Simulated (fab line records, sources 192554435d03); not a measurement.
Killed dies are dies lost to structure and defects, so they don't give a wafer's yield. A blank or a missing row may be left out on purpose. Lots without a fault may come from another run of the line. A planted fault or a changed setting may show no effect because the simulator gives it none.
fab line records | flow n5_finfet
record lots=9 wafers=22 last_day=17
route steps=1938 shown BEOL_M4@1111 BEOL_M7@1300 PASSIVATION@1936
lots that met no fault: from a run of the same line without faults
start_h: hours from the record's first day to the start of the lot's first wafer shown | wait_h: hours since the lot's step before | " the same as in the row above | L1.1+2: a row that stands for several wafers | - no value, or no start given | * or withheld: withheld | < > ~ a bound
route shown NAME@n: a module of which the file shows steps, and the number in the route of the first | usual: mean/standard deviation of fault-free wafers | same: alike in all rows | chamber/n: place in a boat | sites: the reading at each site | _std_site: their standard deviation | _edge_site: outer sites' mean less inner sites' | radius_mm: how far each site lies from the wafer's centre | mask NAME#n: copy n | behind: the tool/chamber that last shaped the wafer | hold: why the lot was held/for how many hours/how that ended | device: the transistor (n, p or np) that didn't switch | end of line: the same wafers' tests at the end of the route | a step without rows: its recipe alone | killed: dies lost to structure and defects at the first sort, not the wafer's yield | map: a wafer's dies, x killed, . not, _ none there
set.NAME: the setting as run; set.NAME@STEP: as run at that earlier step | model.NAME: the simulator's own value behind a step, which no gauge read
steps of the route over a sample of lots; a table a step, a row a wafer
services: from which hour (start_h, from the record's first day; less than 0 if before it) a tool's chamber was out of use, for how many hours, and why
## steps
# step N5_BEOL_M4_RC_MEAS_101
# usual DIBL_N=35.9/1.6 DIBL_P=35.6/2.1 IOFF_N=0.149/0.029 IOFF_P=0.20/0.033 ION_N=671/11 ION_P=460/7.3 SS_N=71.4/0.62 SS_P=73.2/0.65 VT_N=251/3.1 VT_P=-251/3.4
# columns lot.wafer tool chamber start_h wait_h DIBL_N[mV/V] DIBL_P[mV/V] IOFF_N[nA/um] IOFF_P[nA/um] ION_N[uA/um] ION_P[uA/um] SS_N[mV/dec] SS_P[mV/dec] VT_N[mV] VT_P[mV]
L226.3 prober-01 0 222.92 0.3 32.7 32.2 0.106 0.16 651 456 70.9 72.7 256 -254
L226.4 " 0 " " 35.6 35.6 0.159 0.21 677 472 70.7 73.2 247 -247
L229.2 prober-02 0 233.70 0.2 37.6 37.5 0.173 0.20 676 456 71.4 73.9 248 -255
L229.3 " 0 " " 37.4 37.5 0.169 0.19 675 458 71.1 73.7 248 -254
L229.5 " 0 " " 33.8 32.5 0.115 0.14 655 450 70.4 72.9 251 -256
L230.4 prober-01 0 247.06 0.5 35.1 33.3 0.135 0.19 662 461 71.3 73.0 253 -251
L230.5 " 0 " " 34.1 32.3 0.118 0.18 664 455 70.7 72.6 254 -251
L231.1 prober-02 0 254.23 0.0 34.7 34.8 0.127 0.18 663 454 71.2 73.1 253 -252
L231.5 " 0 " " 37.9 38.3 0.178 0.23 670 457 72.4 74.4 251 -249
L232.1 prober-01 0 257.33 0.0 37.1 35.7 0.152 0.18 673 462 71.7 73.0 252 -253
L232.5 " 0 " " 37.1 36.3 0.158 0.19 670 464 72.0 73.3 250 -253
L234.1 prober-02 0 273.80 0.0 37.3 38.0 0.163 0.23 665 458 72.7 73.9 250 -251
L234.2 " 0 " " 36.2 35.3 0.141 0.18 656 450 71.8 73.1 253 -257
L234.6 " 0 " " 36.7 35.5 0.150 0.19 661 458 72.4 73.3 253 -254
L237.1 prober-01 0 283.36 0.0 35.7 34.9 0.132 0.20 672 465 72.0 73.4 254 -250
L237.3 " 0 " " 36.3 35.9 0.150 0.21 664 453 71.7 73.2 252 -248
L238.2 prober-02 0 288.99 0.2 36.6 35.6 0.183 0.23 677 466 72.1 73.3 245 -249
L238.3 " 0 " " 35.3 35.2 0.175 0.23 686 469 71.3 73.8 245 -248
L238.5 " 0 " " 35.5 34.1 0.161 0.20 670 457 72.1 73.5 248 -251
L240.1 prober-02 0 303.75 0.0 34.6 34.7 0.133 0.19 665 458 71.8 72.8 251 -251
L240.3 " 0 " " 34.9 33.6 0.135 0.16 679 461 71.3 72.4 252 -253
L240.5 " 0 " " 35.7 34.8 0.154 0.19 681 459 71.5 73.6 250 -249
# step N5_BEOL_M7_ETCH_72
# recipe chemistry=N2/H2 target=underlayer target_depth_a=65 mask_material=CAR-EUV time_s=5.2 ion_energy_ev=200 pressure_mtorr=30 source_w=840 bias_w=150 n2_flow_sccm=200 h2_flow_sccm=200 ends=cleared
# usual drypump_motor_current_A=5.7/0.4 etch_rf_on_time_s=5.23/0.13 oes_product_au=0.65/0.084 rf_vpp_V=523.6/2.5 showerhead_plenum_p_Torr=2.53/0.079 throttle_valve_pct=17.92/0.25
# columns lot.wafer tool chamber start_h wait_h drypump_motor_current_A etch_rf_on_time_s oes_product_au rf_hours_counter_h rf_vpp_V showerhead_plenum_p_Torr throttle_valve_pct
L226.3 rie_diel-04 3 249.33 0.0 5.9 5.21 0.60 241 523.9 2.50 18.29
L226.4 " 0 " " 4.7 5.16 0.58 224 520.0 2.41 18.27
L229.2 rie_diel-03 3 256.09 0.0 5.2 5.14 0.62 204 525.4 2.62 17.93
L229.3 " 2 " " 5.5 5.28 0.61 192 521.3 2.42 18.13
L229.5 " 0 " " 5.7 5.25 0.61 - 525.8 2.66 18.23
L230.4 rie_diel-01 1 271.18 0.0 6.0 5.16 0.72 58 524.0 2.56 17.44
L230.5 " 3 " " 5.8 5.45 0.59 - 520.3 2.42 17.90
L231.1 rie_diel-04 2 284.21 0.0 5.7 5.25 0.58 216 525.7 2.62 17.60
L231.5 " 3 " " 5.9 5.09 0.60 - 523.0 2.50 18.29
L232.1 rie_diel-03 1 284.64 0.0 5.8 5.32 0.60 214 526.3 2.51 18.07
L232.5 " 0 " " 5.6 5.35 0.59 - 526.0 2.65 18.20
L234.1 rie_diel-04 1 299.76 0.0 6.1 5.04 0.77 39 520.8 2.48 17.63
L234.2 " 0 " " 4.7 5.15 0.58 239 520.5 2.40 18.27
L234.6 " 2 " " 5.7 5.25 0.59 - 525.7 2.62 17.61
L237.1 rie_diel-03 1 310.49 0.0 5.8 5.34 0.60 223 523.1 2.51 18.08
L237.3 " 3 " " 5.3 5.14 0.62 220 524.0 2.61 17.96
L238.2 rie_diel-04 0 314.96 0.0 4.7 5.21 0.57 243 519.0 2.40 18.29
L238.3 " 1 " " 6.0 5.03 0.76 44 524.1 2.48 17.64
L238.5 " 3 " " 6.0 4.91 0.87 - 522.6 2.50 17.89
L240.1 rie_diel-04 0 327.49 0.0 4.7 5.25 0.56 246 519.3 2.40 18.28
L240.3 " 2 " " 5.7 5.36 0.58 231 524.6 2.61 17.63
L240.5 " 1 " " 6.1 5.20 0.75 - 521.8 2.48 17.63
# step N5_BEOL_M7_ETCH_65
# recipe chemistry=CF4 target=SiARC target_depth_a=156 mask_material=CAR-EUV time_s=26 ion_energy_ev=80 pressure_mtorr=40 source_w=545 bias_w=36 Ar_flow_sccm=100 cf4_flow_sccm=100 ends=cleared
# usual drypump_motor_current_A=5.7/0.39 etch_rf_on_time_s=26.1/0.64 oes_product_au=0.65/0.084 rf_vpp_V=183.9/1.1 showerhead_plenum_p_Torr=2.13/0.062 throttle_valve_pct=15.71/0.23
# columns lot.wafer tool chamber start_h wait_h drypump_motor_current_A etch_rf_on_time_s oes_product_au rf_hours_counter_h rf_vpp_V showerhead_plenum_p_Torr throttle_valve_pct
L226.3 rie_diel-04 3 249.34 0.0 6.0 26.2 0.59 241 183.3 2.12 16.17
L226.4 " 0 " " 4.7 26.3 0.57 224 181.7 2.03 15.80
L229.2 rie_diel-03 3 256.11 0.0 5.2 26.0 0.62 204 183.1 2.22 15.94
L229.3 " 2 " " 5.5 25.9 0.62 192 182.4 2.06 15.97
L229.5 " 0 " " 5.7 26.4 0.61 - 185.2 2.22 15.88
L230.4 rie_diel-01 1 271.19 0.0 6.0 26.0 0.73 58 184.1 2.17 15.29
L230.5 " 3 " " 5.8 27.0 0.59 - 182.1 2.05 15.68
L231.1 rie_diel-04 2 284.23 0.0 5.7 26.4 0.60 216 184.0 2.19 15.39
L231.5 " 3 " " 5.9 26.1 0.59 - 182.6 2.12 16.16
L232.1 rie_diel-03 1 284.65 0.0 5.8 26.7 0.61 214 184.7 2.13 15.85
L232.5 " 0 " " 5.7 26.8 0.59 - 185.4 2.21 15.91
L234.1 rie_diel-04 1 299.78 0.0 6.1 25.5 0.77 39 183.9 2.11 15.50
L234.2 " 0 " " 4.7 26.4 0.57 239 181.9 2.02 15.81
L234.6 " 2 " " 5.7 26.6 0.58 - 184.4 2.19 15.39
L237.1 rie_diel-03 1 310.51 0.0 5.8 26.4 0.61 223 185.4 2.13 15.88
L237.3 " 3 " " 5.2 25.8 0.62 220 184.9 2.21 15.97
L238.2 rie_diel-04 0 314.97 0.0 4.7 26.3 0.57 243 183.8 2.02 15.82
L238.3 " 1 " " 6.0 25.5 0.76 44 184.8 2.11 15.48
L238.5 " 3 " " 5.9 24.8 0.86 - 183.8 2.11 15.70
L240.1 rie_diel-04 0 327.50 0.0 4.7 26.2 0.57 246 182.9 2.02 15.83
L240.3 " 2 " " 5.7 26.5 0.58 231 184.1 2.19 15.43
L240.5 " 1 " " 6.1 25.5 0.75 - 183.0 2.11 15.52
# step N5_BEOL_M7_PRE_CLEAN_45
# recipe gas=H2/He time_s=30 temp_c=250
# usual heater_power_w=320/19
# columns lot.wafer tool chamber start_h wait_h heater_power_w
L226.3 pvd_sputter-01 - 250.42 0.0 325
L226.4 " - " " 331
L229.2 pvd_sputter-03 - 257.23 0.0 293
L229.3 " - " " 367
L229.5 " - " " 346
L230.4 pvd_sputter-02 - 272.67 0.0 299
L230.5 " - " " 292
L231.1 pvd_sputter-01 - 285.53 0.0 333
L231.5 " - " " 326
L232.1 pvd_sputter-01 - 288.07 0.0 299
L232.5 " - " " 340
L234.1 pvd_sputter-01 - 300.97 0.0 326
L234.2 " - " " 325
L234.6 " - " " 320
L237.1 pvd_sputter-02 - 311.87 0.0 314
L237.3 " - " " 326
L238.2 pvd_sputter-01 - 316.77 0.0 302
L238.3 " - " " 327
L238.5 " - " " 303
L240.1 pvd_sputter-01 - 329.66 0.0 326
L240.3 " - " " 321
L240.5 " - " " 332
# step N5_BEOL_M7_CMP_52
# recipe stop_on=SiCOH_lowk t_overpolish_s=6.9 down_force_psi=1 platen_rpm=50 clearing_platen_down_force_psi=1.5 clearing_platen_rpm=50 post_cmp_clean=cu_alkaline target_thk_nm=80 clearing_platen_pad_velocity_m_s=0.99484 pad_velocity_m_s=0.99484
# usual barrier_field_endpoint_s=29.0/0.79 clearing_platen_down_force_psi=1.500/0.0034 clearing_platen_rpm=49.998/0.026 motor_current_A=6.1/0.42 overpolish_run_s=6.900/0.0076 slurry_filter_dp_kPa=13.51/0.13 time_to_endpoint_s=62/3.6
# columns lot.wafer tool chamber start_h wait_h barrier_field_endpoint_s clearing_platen_down_force_psi clearing_platen_rpm motor_current_A overpolish_run_s slurry_filter_dp_kPa time_to_endpoint_s
L226.3 cmp-02 2 251.69 0.2 29.4 1.493 49.988 6.4 6.889 13.56 64
L226.4 " 1 " " 29.7 1.502 49.987 5.9 6.898 13.52 67
L229.3 cmp-01 0 258.69 0.2 28.9 1.507 49.981 6.2 6.902 13.42 67
L229.2 " 2 " " 28.6 1.503 50.041 5.7 6.900 13.35 59
L229.5 " 0 " " 29.3 1.500 49.975 6.1 6.906 13.59 67
L230.4 cmp-01 2 274.26 0.1 28.3 1.503 49.987 5.7 6.906 13.38 56
L230.5 " 2 " " 28.7 1.501 49.992 5.6 6.914 13.44 58
L231.1 cmp-01 1 288.54 0.3 46.7 1.501 50.023 6.5 0.036 13.52 80
L231.5 " 0 " " 29.9 1.497 50.053 5.9 6.896 13.46 65
L232.1 cmp-01 2 289.24 0.3 46.7 1.497 49.971 5.8 0.036 13.36 81
L232.5 " 3 " " 28.7 1.496 49.997 5.7 6.898 13.34 57
L234.2 cmp-02 2 302.47 0.2 29.1 1.497 49.988 6.1 6.898 13.46 67
L234.1 " 1 " " 28.3 1.501 49.982 6.0 6.902 13.44 66
L234.6 " 2 " " 30.5 1.496 49.985 6.3 6.895 13.53 69
L237.3 cmp-01 2 313.31 0.4 29.3 1.496 49.984 5.6 6.898 13.35 60
L237.1 " 3 " " 46.7 1.497 49.964 5.7 0.037 13.50 82
L238.3 cmp-04 0 318.16 0.2 28.5 1.501 50.021 6.9 6.890 13.54 62
L238.2 " 2 " " 28.7 1.501 49.968 6.0 6.899 13.64 63
L238.5 " 0 " " 28.7 1.499 49.965 6.8 6.907 13.58 62
L240.1 cmp-04 1 330.85 0.3 28.9 1.502 49.984 5.3 6.909 13.44 63
L240.3 " 3 " " 28.7 1.497 50.024 6.9 6.903 13.53 60
L240.5 " 0 " " 30.1 1.504 50.006 7.0 6.911 13.52 65
# step N5_BEOL_M7_THK_MEAS_53
# recipe thk_meas_gauge=xrf reads=Cu_of_BEOL_M7_ECD_50
# usual M7_THK=76.0/2.2
# columns lot.wafer tool chamber start_h wait_h M7_THK[nm]
L226.3 film_metro-01 - 251.98 - 76.5
L226.4 " - " " 74.9
L229.2 film_metro-02 - 258.95 - 75.2
L229.3 " - " " 75.7
L229.5 " - " " 76.9
L230.4 film_metro-01 - 274.56 - 77.2
L230.5 " - " " 72.3
L231.1 film_metro-01 - 288.76 - 178.8
L231.5 " - " " 79.7
L232.1 film_metro-02 - 289.53 - 186.8
L232.5 " - " " 74.4
L234.1 film_metro-01 - 302.76 - 79.4
L234.2 " - " " 78.7
L234.6 " - " " 76.7
L237.1 film_metro-02 - 313.53 - 173.9
L237.3 " - " " 75.0
L238.2 film_metro-02 - 318.45 - 75.4
L238.3 " - " " 78.9
L238.5 " - " " 81.2
L240.1 film_metro-01 - 331.11 - 75.2
L240.3 " - " " 74.8
L240.5 " - " " 77.3
# step N5_BEOL_M7_INSPECT_58
# recipe inspect_instrument=darkfield mode=post_dep
# usual raw_defect_count=74/25
# columns lot.wafer tool chamber start_h wait_h raw_defect_count
L226.3 defect_inspect-02 - 252.14 0.0 121
L226.4 " - " " 94
L229.2 defect_inspect-01 - 259.10 0.0 85
L229.3 " - " " 75
L229.5 " - " " 91
L230.4 defect_inspect-02 - 274.72 0.0 61
L230.5 " - " " 76
L231.1 defect_inspect-02 - 288.91 0.0 1316
L231.5 " - " " 106
L232.1 defect_inspect-02 - 289.69 0.0 1145
L232.5 " - " " 120
L234.1 defect_inspect-02 - 302.92 0.0 71
L234.2 " - " " 73
L234.6 " - " " 71
L237.1 defect_inspect-01 - 313.69 0.0 1168
L237.3 " - " " 60
L238.2 defect_inspect-01 - 318.61 0.0 107
L238.3 " - " " 75
L238.5 " - " " 57
L240.1 defect_inspect-01 - 331.26 0.0 69
L240.3 " - " " 66
L240.5 " - " " 66
# step N5_PASSIVATION_PROBE_49
# usual defect_limited_yield=90.9/1.5 killed_at_M0_to_M3=36/9.9 killed_at_M4_up=13/4.5 killed_at_contacts=13/6.4 killed_at_front_end=42/12 killed_at_other=3.4/3 killed_dies=107/18 killed_on_rim=14/4.3 killed_open=69/13 killed_short=35/8.2 sort_bin_5_function=5.3/1.1 sort_bin_6_memory=3.4/0.69 sort_n_pass=1073/18 sort_yield_pct=90.9/1.5
# same gross_dies=1180 killed_at_back_side=0 sort_bin_4_leakage[%]=0 sort_bin_8_speed[%]=0
# columns lot.wafer tool chamber start_h wait_h defect_limited_yield[%] killed_at_M0_to_M3 killed_at_M4_up killed_at_contacts killed_at_front_end killed_at_other killed_dies killed_on_rim killed_open killed_short sort_bin_5_function[%] sort_bin_6_memory[%] sort_n_pass sort_yield_pct[%]
L231.1 prober-01 - 352.08 0.0 0 29 1105 5 41 0 1180 152 51 33 4.2 2.5 0 0
L231.5 prober-01 - 352.28 0.2 91.9 34 10 5 43 3 95 17 52 34 5.0 2.3 1085 91.9
L232.1 prober-02 - 355.98 0.0 0 33 1084 17 41 5 1180 152 73 31 5.3 3.5 0 0
L232.5 prober-02 - 356.18 0.2 88.4 54 14 14 55 0 137 22 90 42 6.9 3.8 1043 88.4
L234.1 prober-01 - 382.15 0.0 92.2 15 11 18 46 2 92 11 62 30 4.3 3.3 1088 92.2
L234.2 prober-01 - 382.20 0.1 92.5 27 14 12 34 2 89 16 57 28 4.2 3.0 1091 92.5
L237.1 prober-02 - 386.71 0.0 0 35 1086 17 24 18 1180 152 60 42 5.5 2.8 0 0
L237.3 prober-02 - 386.81 0.1 92.0 31 18 3 28 14 94 15 67 25 4.2 3.3 1086 92.0
# killed by level:class
L231.1 BEOL_M7:area_cmp=1095 STI_FIN_REVEAL:geometric_particle:open=8 BEOL_M0_SAQP:geometric_particle:open=8 BEOL_M0_SAQP:geometric_particle:short=8 GATE_CUT:geometric_particle:short=7 STARTING-WAFER:geometric_particle:open=7 BEOL_M2:geometric_particle:open=6 MOL_CONTACT_COAG:geometric_particle:open=4
L231.5 FIN_SAQP:geometric_particle:short=8 BEOL_M0_SAQP:geometric_particle:short=8 STI_FIN_REVEAL:geometric_particle:open=7 BEOL_M2:geometric_particle:open=7 HKMG_FIN:area_etch=7 FIN_SAQP:geometric_particle:open=5 DUMMY_GATE:geometric_particle:open=5 GATE_CUT:geometric_particle:short=4
L232.1 BEOL_M7:area_cmp=1073 MOL_CONTACT_COAG:geometric_particle:open=15 STI_FIN_REVEAL:geometric_particle:open=10 FIN_SAQP:geometric_particle:open=9 FIN_SAQP:geometric_particle:short=7 BEOL_M0_SAQP:geometric_particle:short=7 BEOL_M2:geometric_particle:open=7 BEOL_M0_SAQP:geometric_particle:open=6
L232.5 BEOL_M0_SAQP:geometric_particle:short=17 STI_FIN_REVEAL:geometric_particle:open=14 BEOL_M0_SAQP:geometric_particle:open=14 MOL_CONTACT_COAG:geometric_particle:open=13 FIN_SAQP:geometric_particle:open=11 BEOL_M3:geometric_particle:open=7 DUMMY_GATE:geometric_particle:open=6 BEOL_M1:geometric_particle:open=5
L234.1 FIN_SAQP:geometric_particle:open=15 MOL_CONTACT_COAG:geometric_particle:open=13 FIN_SAQP:geometric_particle:short=10 BEOL_M4:geometric_particle:open=8 STI_FIN_REVEAL:geometric_particle:open=6 MOL_CONTACT_COAG:geometric_particle:short=5 GATE_CUT:geometric_particle:open=4 BEOL_M0_SAQP:geometric_particle:open=4
L234.2 MOL_CONTACT_COAG:geometric_particle:open=9 FIN_SAQP:geometric_particle:short=7 BEOL_M1:geometric_particle:open=7 FIN_SAQP:geometric_particle:open=6 STI_FIN_REVEAL:geometric_particle:open=6 BEOL_M0_SAQP:geometric_particle:short=6 BEOL_M0_SAQP:geometric_particle:open=5 BEOL_M3:geometric_particle:open=5
L237.1 BEOL_M7:area_cmp=1076 MOL_CONTACT_COAG:geometric_particle:open=14 BEOL_M0_SAQP:geometric_particle:open=13 BEOL_M0_SAQP:geometric_particle:short=13 PAD_METAL:geometric_particle:short=6 MIM_TOP:geometric_particle:short=5 PAD_METAL:geometric_particle:open=4 FIN_SAQP:geometric_particle:open=3
L237.3 FIN_SAQP:geometric_particle:open=11 BEOL_M0_SAQP:geometric_particle:open=7 BEOL_M2:geometric_particle:open=7 BEOL_M1:geometric_particle:open=6 BEOL_M0_SAQP:geometric_particle:short=4 BEOL_M4:geometric_particle:open=4 PAD_METAL:geometric_particle:open=4 PAD_METAL:geometric_particle:short=4
## services
# columns tool chamber start_h hours kind
rie_diel-04 0 241.77 2.9 repair
rie_diel-03 3 243.02 4.6 repair
cmp-01 - 245.17 0.8 repair
cmp-04 - 254.89 5.3 pm
rie_diel-04 3 266.66 7.7 repair
cmp-01 - 278.41 0.9 repair
rie_diel-04 3 288.44 - clean
rie_diel-04 3 288.44 - consumable_replace:focus_ring
rie_diel-04 3 288.44 14.5 scheduled_down
rie_diel-04 3 288.44 14.5 vent_cycle
rie_diel-03 2 305.25 9.0 repair
cmp-01 - 308.00 1.2 repair
rie_diel-01 3 312.30 7.9 repair
rie_diel-01 0 314.42 5.3 repair
## key
first_sign step=N5_BEOL_M7_CMP_52 reading=overpolish_run_s direction=down sigmas=99+ usual=6.900 struck=0.036
effect step=N5_BEOL_M7_CMP_52 reading=barrier_field_endpoint_s direction=up sigmas=22 usual=29.0 struck=46.7
effect step=N5_BEOL_M7_THK_MEAS_53 reading=M7_THK direction=up sigmas=46 usual=76.0 struck=179.8
effect step=N5_BEOL_M7_INSPECT_58 reading=raw_defect_count direction=up sigmas=45 usual=74 struck=1210
effect step=N5_PASSIVATION_PROBE_49 reading=killed_at_M4_up direction=up sigmas=99+ usual=13 struck=1092
more_kills_born_at N5_BEOL_M7_CMP_52@cmp-01=3244
met_at N5_BEOL_M7_CMP_52
struck_lots L231,L232,L237
struck_wafers L231.1,L232.1,L237.1
later_rows_left_out L231.1,L232.1,L237.1
not_acting_at N5_BEOL_M7_ETCH_72,N5_BEOL_M7_ETCH_65,N5_BEOL_M7_PRE_CLEAN_45
onset_between 274.26 288.54
fault kind=process_parameter_drift tool=cmp-01 chamber=- onset_h=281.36 steps=N5_BEOL_M7_CMP_52 channel=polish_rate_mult offset=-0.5 shape=step end_h=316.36 scope=struck_wafers_only
# later_rows_left_out: the simulator's readings of these wafers behind a module that went badly wrong aren't trusted and aren't shown, but for the sort
